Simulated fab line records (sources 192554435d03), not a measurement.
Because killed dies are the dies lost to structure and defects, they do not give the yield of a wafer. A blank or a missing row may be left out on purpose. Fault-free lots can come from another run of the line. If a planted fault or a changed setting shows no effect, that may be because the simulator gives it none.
A struck lot beside a sound one + flow n5-finfet + 16 steps out of a route of 1938
Sound: these wafers, L488.2, L488.3, L488.6. Struck: wafer L476.3. (L476.6 of the same lot was not struck and is left out.) The cause comes at the end.
Each step with rows lists, per side, the tool, then ch with its chambers, then its first start. Under that, the readings that differ: sound wafers + struck wafers + difference of the means + sigmas: that difference in standard deviations of wafers without a fault.
alike: a reading whose means differ by less than 2 such deviations, as well as words and numbers matching on both sides. not compared: withheld readings; readings where some wafer has no value; bounds like >300 that might hide an equal value; numbers whose values overlap and for which the record gives no deviation.
A row with sigmas, a row that says differs or no value, or rows on one side alone: a step with any of these is where the two part. Non-overlapping numbers with no deviation appear without sigmas and do not part them. A reading that every wafer of one side lacks parts them only if that side has two wafers or more.

first, 1 step without rows for these wafers: N5_BEOL_M4_DEVELOP_27 (develop time 30 s).
N5_BEOL_M4_CD_MEAS_28: target cd 26.2 nm, target cd y 24.1 nm.
  sound on cd-sem-03 ch 0, day 13 08:35; struck on cd-sem-02 ch 0, day 9 11:18
  alike: cd-nm
N5_BEOL_M4_OVL_MEAS_29:
  sound on overlay-01 ch 0, day 13 08:37; struck on overlay-01 ch 0, day 9 11:20
  alike: V3_OVL
N5_BEOL_M4_INSPECT_30: inspects for defects (brightfield).
  struck on defect-inspect-01, day 9 11:23; sound on defect-inspect-01, day 13 08:40
  alike: raw-defect-count
N5_BEOL_M4_DESCUM_33: chemistry O2, time 7 s.
  sound on rie-diel-01 ch 1,3, day 13 08:48; struck on rie-diel-03 ch 2, day 9 11:25
  alike: drypump-motor-current-A, oes-product-au, rf-fwd-power-W, rf-vpp-V, showerhead-plenum-p-Torr, throttle-valve-pct
  not compared: rf-hours-counter-h
then, 1 step without rows for these wafers: N5_BEOL_M4_ETCH_77 (etches underlayer in N2/H2, target depth 6.5 nm, time 5.2 s).
N5_BEOL_M4_ETCH_69: etches SiARC in CF4, target depth 15.6 nm, time 26 s.
  sound on rie-diel-01 ch 1,3, day 13 08:51; struck on rie-diel-03 ch 2, day 9 11:28
| reading            | sound             | struck | difference | sigmas |
|--------------------|-------------------|--------|------------|--------|
| rf-fwd-power-W (W) | 533.1 533.1 534.0 | 529.9  | -3.5       | -2     |
  alike: drypump-motor-current-A, etch-rf-on-time-s, oes-product-au, rf-vpp-V, showerhead-plenum-p-Torr, throttle-valve-pct
  not compared: rf-hours-counter-h
N5_BEOL_M4_ALD_98: deposits SiO2, target thk 2.5 nm, pulse time 1 s, co reactant pulse time 1 s.
  sound on ald-sin-03 ch 0,3, day 13 08:56; struck on ald-sin-01 ch 2, day 9 11:57
  alike: heater-power-w, precursor-pulse-height-rel
N5_BEOL_M4_ETCHBACK_99: etches SiO2 in CHF3, target depth 5 nm, time 10.4 s.
  sound on rie-diel-03 ch 1, day 13 23:40; struck on rie-diel-01 ch 0, day 9 13:18
| reading                     | sound       | struck | difference | sigmas |
|-----------------------------|-------------|--------|------------|--------|
| drypump-motor-current-A (A) | 6.1 6.1 6.1 | 5.2    | -0.9       | -2     |
  alike: CHF3_flow_sccm, oes_f_703_au, oes-product-au, rf-fwd-power-W, rf-vpp-V, showerhead-plenum-p-Torr, throttle-valve-pct
  not compared: rf-hours-counter-h
N5_BEOL_M4_ETCH_70: etches SOC in N2/H2, target depth 80 nm, overetch 24 nm, time 130 s.
  sound on rie-diel-03 ch 1, day 13 23:43; struck on rie-diel-01 ch 0, day 9 13:20
| reading                     | sound       | struck | difference | sigmas |
|-----------------------------|-------------|--------|------------|--------|
| drypump-motor-current-A (A) | 6.1 6.1 6.1 | 5.2    | -0.9       | -2     |
  alike: n2-flow-sccm, oes-product-au, rf-fwd-power-W, rf-vpp-V, showerhead-plenum-p-Torr, throttle-valve-pct
  not compared: rf-hours-counter-h
then, 2 steps without rows for these wafers: N5_BEOL_M4_STRIP_71 (strips in N2/H2); N5_BEOL_M4_STRIP_78 (strips in N2/H2).
N5_BEOL_M4_VIA_ETCH_34: etches the open film in C4F6/O2, target depth 69.4 nm, time 65.9 s.
  sound on rie-diel-03 ch 1, day 13 23:53; struck on rie-diel-01 ch 0, day 9 13:26
| reading                                  | sound             | struck | difference | sigmas |
|------------------------------------------|-------------------|--------|------------|--------|
| drypump-motor-current-A (A)              | 6.1 6.1 6.1       | 5.1    | -1.0       | -2     |
| model.etch.depth-nm (nm)                 | 67.71 67.52 67.86 | 90.99  | +23.29     |        |
| model.SOC_of_BEOL_M4_COAT_67.thk-nm (nm) | 52 52.2 52        | 49.4   | -2.7       |        |
  alike: oes_f_703_au, oes-product-au, rf-fwd-power-W, rf-vpp-V, showerhead-plenum-p-Torr, throttle-valve-pct
  not compared: rf-hours-counter-h
then, 1 step without rows for these wafers: N5_BEOL_M4_STRIP_83 (strips in C4F6/O2).
N5_BEOL_M4_RC_MEAS_101:
  sound on prober-02 ch 0, day 14 04:32; struck on prober-01 ch 0, day 9 18:37
| reading        | sound          | struck | difference | sigmas |
|----------------|----------------|--------|------------|--------|
| DIBL_N (mV/V)  | 36.7 37.4 35.4 | 41.9   | +5.4       | +2     |
| IOFF_N (nA/um) | 0.17 0.20 0.16 | 0.27   | +0.09      | +2     |
| IOFF_P (nA/um) | 0.23 0.25 0.21 | 0.32   | +0.09      | +2     |
  alike: DIBL_P, ION_N, ION_P, SS_N, SS_P, VT_N, VT_P
next, for these wafers, 1 step has no rows: N5_PASSIVATION_PROBE_49.

WHERE THEY PART
Last at N5_BEOL_M4_RC_MEAS_101 as far as this record goes, first at N5_BEOL_M4_ETCH_69.

WHY: the cause the simulator had injected
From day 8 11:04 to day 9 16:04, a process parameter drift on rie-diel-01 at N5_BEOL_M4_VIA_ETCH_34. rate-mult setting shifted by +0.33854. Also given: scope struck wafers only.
